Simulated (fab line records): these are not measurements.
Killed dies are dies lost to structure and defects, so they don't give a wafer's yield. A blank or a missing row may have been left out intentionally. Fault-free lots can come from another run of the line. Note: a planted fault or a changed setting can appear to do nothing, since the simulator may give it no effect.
fab line records ; flow n5Finfet
record lots=6; wafers=18; lastDay=17
route steps=1938 shown WELL_APT@50 PMOS_HMC_CHANNEL_EPI@57 BEOL_M4@1111
lots untouched by any fault: they come from a run of this same line in which no faults occurred
startH: hours from the record's first day to the start of the lot's first wafer shown ; waitH: hours elapsed since this lot's preceding step ; " the same as in the row above ; L1.1+2: one row covering several wafers at once ; - value missing, or start not given ; * or withheld: withheld ; < > ~ a bound
route shown NAME@n: a module of which the file shows steps, and the number in the route of the first ; usual: average and standard deviation across the fault-free wafers ; same: alike in all rows ; chamber/n: place in a boat ; sites: readings site by site ; _std_site: how widely they spread, as a standard deviation ; _edge_site: outer sites' mean less inner sites' ; radiusMm: for every site, how far away it sits from the centre of the wafer ; mask NAME#n: copy n ; behind: the last tool/chamber to shape the wafer ; hold: what put the lot on hold/how long, in hours/how the hold closed ; device: transistor that didn't switch, given as n, p or np ; end of line: the route-end tests of the same wafers ; a step with no rows: only its recipe ; killed: at the first sort, the dies lost to defects and structure; wafer yield is something else ; map: a wafer's dies, marking killed ones x, the rest . and places with no die _
set.NAME: the setting as run; set.NAME@STEP: as run at that earlier step ; model.NAME: the simulator's own value behind a step, which no gauge read
certain route steps with their lots: each step a table, each wafer a row
services: a tool's chamber out of use, with start hour (startH, from the record's first day; less than 0 if before it), hours out, and reason
## steps
# step N5_WELL_APT_RTA_34
# recipe tempC=1000; timeS=10; ambient=N2; idleTempC=600; rampUpCPerS=150; rampDownCPerS=60; coolToC=600
# usual annealTempCMax=1005.3/1.9; lampPowerPct=13.00/0.051; wafer_temp_C_max=1003.5/1.1
lot.wafer;tool;chamber;startH;waitH;annealTempCMax;lampPowerPct;wafer_temp_C_max
L480.2;rtpAnneal-02;0;51.85;0.0;1004.9;12.96;1002.9
L480.4;rtpAnneal-02;0;51.85;0.0;1005.4;13.02;1001.3
L480.6;rtpAnneal-02;0;51.85;0.0;1005.9;13.07;1001.7
L484.1;rtpAnneal-02;0;75.92;0.1;1008.4;13.16;1003.1
L484.3;rtpAnneal-02;0;75.92;0.1;1005.6;12.96;1003.2
L484.6;rtpAnneal-02;0;75.92;0.1;1007.0;12.96;1003.7
L485.1;rtpAnneal-02;0;82.54;0.2;1006.6;12.91;1003.3
L485.3;rtpAnneal-02;0;82.54;0.2;1010.3;13.04;1004.2
L485.5;rtpAnneal-02;0;82.54;0.2;1007.4;13.00;1003.4
L493.2;rtpAnneal-02;0;130.02;0.1;1007.3;12.99;1004.9
L493.3;rtpAnneal-02;0;130.02;0.1;1006.1;13.01;1003.4
L493.5;rtpAnneal-02;0;130.02;0.1;1009.7;12.99;1003.0
L494.2;rtpAnneal-01;0;136.97;0.2;1003.9;13.07;1001.7
L494.5;rtpAnneal-01;0;136.97;0.2;1003.4;12.98;1002.5
L494.6;rtpAnneal-01;0;136.97;0.2;1002.6;12.97;1004.7
L495.1;rtpAnneal-02;0;142.01;0.3;1006.9;12.99;1002.4
L495.5;rtpAnneal-02;0;142.01;0.3;1005.8;12.92;1002.7
L495.6;rtpAnneal-02;0;142.01;0.3;1007.1;12.90;1001.6
# step N5_WELL_APT_OXIDE_STRIP_42
# recipe chemistry=dHF; dilution=25:1; timeS=45; tempC=25; target=SiO2; targetDepthA=120
# step N5_WELL_APT_PRECLEAN_36
# recipe chemistry=O3/DIW; timeS=45; tempC=22; o3Ppm=10
# step N5_WELL_APT_PRECLEAN_39
# recipe chemistry=dHF; timeS=60; dilution=150:1; tempC=25
# step N5_WELL_APT_SRD_37
# recipe dry=ipaMarangoni; doPpb=5; timeS=30; tempC=23; rinseLiquid=diw
# step N5_WELL_APT_EPI_41
# recipe material=Si; targetThkA=500; tempC=650; precursor=SiH4/H2; pressureTorr=20; timeS=297.7
# usual susceptor_temp_C_max=651.3/0.45; throttleValvePct=11.0/0.48
lot.wafer;tool;chamber;startH;waitH;susceptor_temp_C_max;throttleValvePct
L480.2;epiRpcvd-03;0;52.16;0.1;651.4;10.7
L480.4;epiRpcvd-03;0;52.16;0.1;651.8;10.5
L480.6;epiRpcvd-03;0;52.16;0.1;651.2;10.6
L484.1;epiRpcvd-03;0;76.16;0.0;651.2;10.4
L484.3;epiRpcvd-03;0;76.16;0.0;651.5;10.3
L484.6;epiRpcvd-03;0;76.16;0.0;650.9;10.6
L485.1;epiRpcvd-01;0;82.78;0.0;651.7;11.5
L485.3;epiRpcvd-01;0;82.78;0.0;650.9;11.4
L485.5;epiRpcvd-01;0;82.78;0.0;652.0;11.4
L493.2;epiRpcvd-01;0;130.42;0.2;652.3;11.7
L493.3;epiRpcvd-01;0;130.42;0.2;651.5;11.6
L493.5;epiRpcvd-01;0;130.42;0.2;651.9;11.7
L494.2;epiRpcvd-03;0;137.39;0.1;651.0;10.6
L494.5;epiRpcvd-03;0;137.39;0.1;650.7;10.8
L494.6;epiRpcvd-03;0;137.39;0.1;651.2;10.5
L495.1;epiRpcvd-01;0;142.25;0.0;652.3;11.4
L495.5;epiRpcvd-01;0;142.25;0.0;651.6;11.6
L495.6;epiRpcvd-01;0;142.25;0.0;651.7;11.6
# step N5_WELL_APT_INSPECT_38
# recipe inspectInstrument=darkfield; mode=postEpi
# usual rawDefectCount=13/4.9
lot.wafer;tool;chamber;startH;waitH;rawDefectCount
L480.2;defectInspect-01;-;52.70;0.4;7
L480.4;defectInspect-01;-;52.70;0.4;14
L480.6;defectInspect-01;-;52.70;0.4;10
L484.1;defectInspect-01;-;76.80;0.5;10
L484.3;defectInspect-01;-;76.80;0.5;13
L484.6;defectInspect-01;-;76.80;0.5;15
L485.1;defectInspect-01;-;83.41;0.5;3
L485.3;defectInspect-01;-;83.41;0.5;8
L485.5;defectInspect-01;-;83.41;0.5;17
L493.2;defectInspect-02;-;131.34;0.7;23
L493.3;defectInspect-02;-;131.34;0.7;23
L493.5;defectInspect-02;-;131.34;0.7;20
L494.2;defectInspect-02;-;137.92;0.4;11
L494.5;defectInspect-02;-;137.92;0.4;16
L494.6;defectInspect-02;-;137.92;0.4;20
L495.1;defectInspect-02;-;143.36;0.9;11
L495.5;defectInspect-02;-;143.36;0.9;15
L495.6;defectInspect-02;-;143.36;0.9;8
# step N5_PMOS_HMC_CHANNEL_EPI_HM_DEP_34
# recipe material=SiO2; targetThkA=360; tempC=400; precursor=TEOS/O2; pressureTorr=6.5; rfW=900; teosFlowSccm=161.4; gas=O2; flowSccm=2650; timeS=6.9
# usual heaterPowerW=599/120; showerheadPlenumPTorr=8.349/0.025; throttleValvePct=18.5/1.3
lot.wafer;tool;chamber;startH;waitH;heaterPowerW;showerheadPlenumPTorr;throttleValvePct
L480.2;pecvd-04;1;52.74;0.0;831;8.305;18.0
L480.4;pecvd-04;1;52.74;0.0;838;8.301;18.0
L480.6;pecvd-04;0;52.74;0.0;748;8.363;17.0
L484.1;pecvd-01;1;76.83;0.0;446;8.354;19.2
L484.3;pecvd-01;0;76.83;0.0;501;8.357;19.9
L484.6;pecvd-01;0;76.83;0.0;523;8.357;19.9
L485.1;pecvd-01;2;83.45;0.0;603;8.372;16.7
L485.3;pecvd-01;1;83.45;0.0;443;8.359;19.3
L485.5;pecvd-01;2;83.45;0.0;580;8.363;16.3
L493.2;pecvd-04;0;131.38;0.0;587;8.384;17.0
L493.3;pecvd-04;0;131.38;0.0;608;8.399;17.2
L493.5;pecvd-04;0;131.38;0.0;601;8.377;17.1
L494.2;pecvd-03;0;137.96;0.0;339;8.348;20.1
L494.5;pecvd-03;2;137.96;0.0;641;8.359;18.6
L494.6;pecvd-03;1;137.96;0.0;519;8.327;20.9
L495.1;pecvd-01;2;143.39;0.0;550;8.345;16.3
L495.5;pecvd-01;0;143.39;0.0;551;8.360;20.1
L495.6;pecvd-01;1;143.39;0.0;445;8.339;19.1
# step N5_PMOS_HMC_CHANNEL_EPI_COAT_31
# recipe resist=BARC; tempC=205; timeS=60; spinRpm=1500; resistThkNm=66
# step N5_PMOS_HMC_CHANNEL_EPI_COAT_03
# recipe resist=CAR-ArF-block; spinRpm=1500; resistThkNm=205
# step N5_PMOS_HMC_CHANNEL_EPI_EBR_05
# recipe solvent=PGMEA; ebrWidthMm=1.5
# step N5_PMOS_HMC_CHANNEL_EPI_SOFTBAKE_04
# recipe tempC=110; timeS=60; resist=CAR-ArF-block
# step N5_PMOS_HMC_CHANNEL_EPI_EXPOSE_06
# recipe maskId=PMOS_HMC_BLK; na=1.35; sourceShape=conventional; sigmaOuter=0.8; polarization=unpolarized; targetCdNm=240; doseMj=41
# same na=1.35
lot.wafer;tool;chamber;startH;waitH;mask;model.PMOS_HMC_CHANNEL_EPI.overlayXNm
L480.2+4+6;arfiScanner-01;0;52.90;-;PMOS_HMC_BLK#0;0.3776
L484.1+3+6;arfiScanner-02;0;77.13;-;PMOS_HMC_BLK#0;0.1591
L485.1+3+5;arfiScanner-03;0;83.73;-;PMOS_HMC_BLK#0;-0.1931
L493.2+3+5;arfiScanner-03;0;136.38;-;PMOS_HMC_BLK#0;46.37
L494.2+5+6;arfiScanner-02;0;138.25;-;PMOS_HMC_BLK#0;-0.6156
L495.1+5+6;arfiScanner-03;0;143.67;-;PMOS_HMC_BLK#0;45.64
# step N5_PMOS_HMC_CHANNEL_EPI_PEB_07
# recipe pebTempC=110; pebTimeS=60; resist=CAR-ArF-block
# step N5_PMOS_HMC_CHANNEL_EPI_DEVELOP_08
# recipe developTimeS=30; developer=TMAH; resist=CAR-ArF-block; devTempC=23; rinseLiquid=diw; dry=airSpin
# step N5_PMOS_HMC_CHANNEL_EPI_CD_MEAS_09
# recipe targetCdNm=237.4; landingEnergyEv=500; detector=seInlens
# usual cdNm=237.3/0.83
lot.wafer;tool;chamber;startH;waitH;cdNm
L480.2;cdSem-03;0;53.02;-;238.0
L480.4;cdSem-03;0;53.02;-;237.0
L480.6;cdSem-03;0;53.02;-;237.6
L484.1;cdSem-02;0;77.25;-;236.2
L484.3;cdSem-02;0;77.25;-;236.8
L484.6;cdSem-02;0;77.25;-;236.1
L485.1;cdSem-02;0;83.85;-;235.5
L485.3;cdSem-02;0;83.85;-;235.6
L485.5;cdSem-02;0;83.85;-;235.2
L493.2;cdSem-03;0;136.50;-;237.0
L493.3;cdSem-03;0;136.50;-;237.0
L493.5;cdSem-03;0;136.50;-;236.8
L494.2;cdSem-01;0;138.37;-;238.0
L494.5;cdSem-01;0;138.37;-;236.9
L494.6;cdSem-01;0;138.37;-;237.3
L495.1;cdSem-03;0;143.80;-;237.3
L495.5;cdSem-03;0;143.80;-;237.6
L495.6;cdSem-03;0;143.80;-;238.6
# step N5_PMOS_HMC_CHANNEL_EPI_OVL_MEAS_10
# recipe pointsPerWafer=44
# usual PMOS_HMC_BLK_OVL=0.1/0.76
lot.wafer;tool;chamber;startH;waitH;PMOS_HMC_BLK_OVL[nm]
L480.2;overlay-01;0;53.05;0.0;0.8
L480.4;overlay-01;0;53.05;0.0;0.5
L480.6;overlay-01;0;53.05;0.0;0.4
L484.1;overlay-01;0;77.28;0.0;0.5
L484.3;overlay-01;0;77.28;0.0;0.5
L484.6;overlay-01;0;77.28;0.0;0.2
L485.1;overlay-02;0;83.88;0.0;-1.4
L485.3;overlay-02;0;83.88;0.0;-1.9
L485.5;overlay-02;0;83.88;0.0;-1.3
L493.2;overlay-02;0;136.53;0.0;47.5
L493.3;overlay-02;0;136.53;0.0;47.2
L493.5;overlay-02;0;136.53;0.0;47.2
L494.2;overlay-01;0;138.40;0.0;-0.3
L494.5;overlay-01;0;138.40;0.0;-0.8
L494.6;overlay-01;0;138.40;0.0;-2.0
L495.1;overlay-01;0;143.83;0.0;48.0
L495.5;overlay-01;0;143.83;0.0;47.4
L495.6;overlay-01;0;143.83;0.0;46.2
# step N5_PMOS_HMC_CHANNEL_EPI_INSPECT_11
# recipe mode=adi; inspectInstrument=macro
# usual rawDefectCount=2.2/1.5
lot.wafer;tool;chamber;startH;waitH;rawDefectCount
L480.2;defectInspect-02;-;53.07;0.0;1
L480.4;defectInspect-02;-;53.07;0.0;3
L480.6;defectInspect-02;-;53.07;0.0;1
L484.1;defectInspect-01;-;77.31;0.0;2
L484.3;defectInspect-01;-;77.31;0.0;3
L484.6;defectInspect-01;-;77.31;0.0;2
L485.1;defectInspect-02;-;83.91;0.0;2
L485.3;defectInspect-02;-;83.91;0.0;2
L485.5;defectInspect-02;-;83.91;0.0;3
L493.2;defectInspect-02;-;136.56;0.0;3
L493.3;defectInspect-02;-;136.56;0.0;3
L493.5;defectInspect-02;-;136.56;0.0;5
L494.2;defectInspect-02;-;138.42;0.0;0
L494.5;defectInspect-02;-;138.42;0.0;1
L494.6;defectInspect-02;-;138.42;0.0;4
L495.1;defectInspect-02;-;143.86;0.0;0
L495.5;defectInspect-02;-;143.86;0.0;1
L495.6;defectInspect-02;-;143.86;0.0;2
# step N5_BEOL_M4_RC_MEAS_101
# usual DIBL_N=35.9/1.4; DIBL_P=35.9/1.7; IOFF_N=0.155/0.023; IOFF_P=0.201/0.029; ION_N=672/8.8; ION_P=460/7; SS_N=71.6/0.48; SS_P=73.1/0.64; VT_N=250.0/3; VT_P=-251.6/3
lot.wafer;tool;chamber;startH;waitH;DIBL_N[mV/V];DIBL_P[mV/V];IOFF_N[nA/um];IOFF_P[nA/um];ION_N[uA/um];ION_P[uA/um];SS_N[mV/dec];SS_P[mV/dec];VT_N[mV];VT_P[mV]
L480.2;prober-01;0;202.22;0.2;36.9;38.2;0.183;0.197;681;455;71.2;74.0;247.5;-254.0
L480.4;prober-01;0;202.22;0.2;35.1;36.5;0.151;0.170;669;454;71.2;72.7;251.0;-257.4
L480.6;prober-01;0;202.22;0.2;36.3;37.8;0.163;0.192;675;452;72.1;73.1;249.7;-253.4
L484.1;prober-01;0;243.82;0.0;35.9;35.8;0.146;0.187;671;458;71.1;72.8;252.1;-251.9
L484.3;prober-01;0;243.82;0.0;36.0;36.4;0.143;0.201;663;455;71.4;73.1;251.7;-249.7
L484.6;prober-01;0;243.82;0.0;36.2;36.6;0.152;0.203;666;455;71.4;72.5;253.6;-251.7
L485.1;prober-01;0;248.38;0.0;35.2;37.6;0.181;0.236;675;470;71.9;73.9;246.2;-250.2
L485.3;prober-01;0;248.38;0.0;33.8;36.1;0.148;0.212;672;468;72.0;72.9;249.1;-249.2
L485.5;prober-01;0;248.38;0.0;34.0;36.5;0.150;0.210;680;467;71.3;72.2;249.6;-248.4
L494.2;prober-02;0;286.63;0.2;38.0;37.5;0.173;0.216;677;460;72.0;73.7;250.2;-250.7
L494.5;prober-02;0;286.63;0.2;38.5;38.4;0.196;0.239;697;472;71.5;74.1;246.2;-251.4
L494.6;prober-02;0;286.63;0.2;38.2;38.5;0.185;0.237;686;463;72.3;72.9;247.8;-249.5
L493.2;prober-01;0;287.10;0.2;34.0;34.7;0.131;0.174;676;460;71.5;72.6;251.9;-253.8
L493.3;prober-01;0;287.10;0.2;35.0;36.3;0.146;0.193;669;458;71.9;73.5;250.7;-253.0
L493.5;prober-01;0;287.10;0.2;34.5;34.6;0.133;0.170;661;452;71.6;72.5;252.8;-253.6
L495.1;prober-01;0;304.23;0.0;35.2;36.3;0.178;0.210;670;457;71.9;73.7;245.9;-247.7
L495.5;prober-01;0;304.23;0.0;34.9;35.6;0.163;0.206;677;464;71.5;73.9;247.7;-251.7
L495.6;prober-01;0;304.23;0.0;34.4;35.6;0.162;0.198;666;454;71.1;73.4;247.2;-248.7
## services
tool;chamber;startH;hours;kind
pecvd-04;2;28.12;2.1;scheduledDown
arfiScanner-02;-;29.78;0.8;pm
arfiScanner-03;-;36.65;4.9;pm
arfiScanner-03;-;42.62;0.8;pm
pecvd-01;2;46.67;5.5;scheduledDown
epiRpcvd-03;-;50.92;0.8;pm
arfiScanner-02;-;52.53;1.0;pm
pecvd-01;2;75.70;6.5;repair
pecvd-04;2;87.76;4.7;repair
arfiScanner-02;0;95.12;-;calibration
arfiScanner-01;-;97.44;0.8;repair
pecvd-04;-;100.78;6.0;pm
arfiScanner-01;-;104.71;1.0;pm
arfiScanner-01;-;114.18;1.3;pm
arfiScanner-02;-;117.78;1.3;pm
epiRpcvd-03;-;120.38;2.1;repair
arfiScanner-01;-;120.42;1.0;pm
epiRpcvd-03;-;126.18;1.8;repair
arfiScanner-02;-;127.86;1.0;repair
arfiScanner-03;-;131.58;4.8;pm
arfiScanner-02;-;133.15;1.0;pm
pecvd-04;-;133.79;2.8;pm
pecvd-04;-;138.03;0.5;repair
arfiScanner-01;-;140.15;0.8;pm
## key
firstSign step=N5_PMOS_HMC_CHANNEL_EPI_OVL_MEAS_10; reading=PMOS_HMC_BLK_OVL; direction=up; sigmas=62; usual=0.1; struck=47.2
effect none on later readings
modelEffect step=N5_PMOS_HMC_CHANNEL_EPI_EXPOSE_06; value=PMOS_HMC_CHANNEL_EPI.overlayXNm; without=-0.1529; struck=46.01
metAt N5_PMOS_HMC_CHANNEL_EPI_EXPOSE_06
struckWafers L493.2,L493.3,L493.5,L495.1,L495.5,L495.6
onsetBetween 83.73 136.38
alsoFits N5_WELL_APT_RTA_34:rtpAnneal-02,N5_WELL_APT_EPI_41:epiRpcvd-01
fault kind=scannerMatchingOverlay; tool=arfiScanner-03; chamber=-; onsetH=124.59; steps=N5_PMOS_HMC_CHANNEL_EPI_EXPOSE_06; offset=46.161
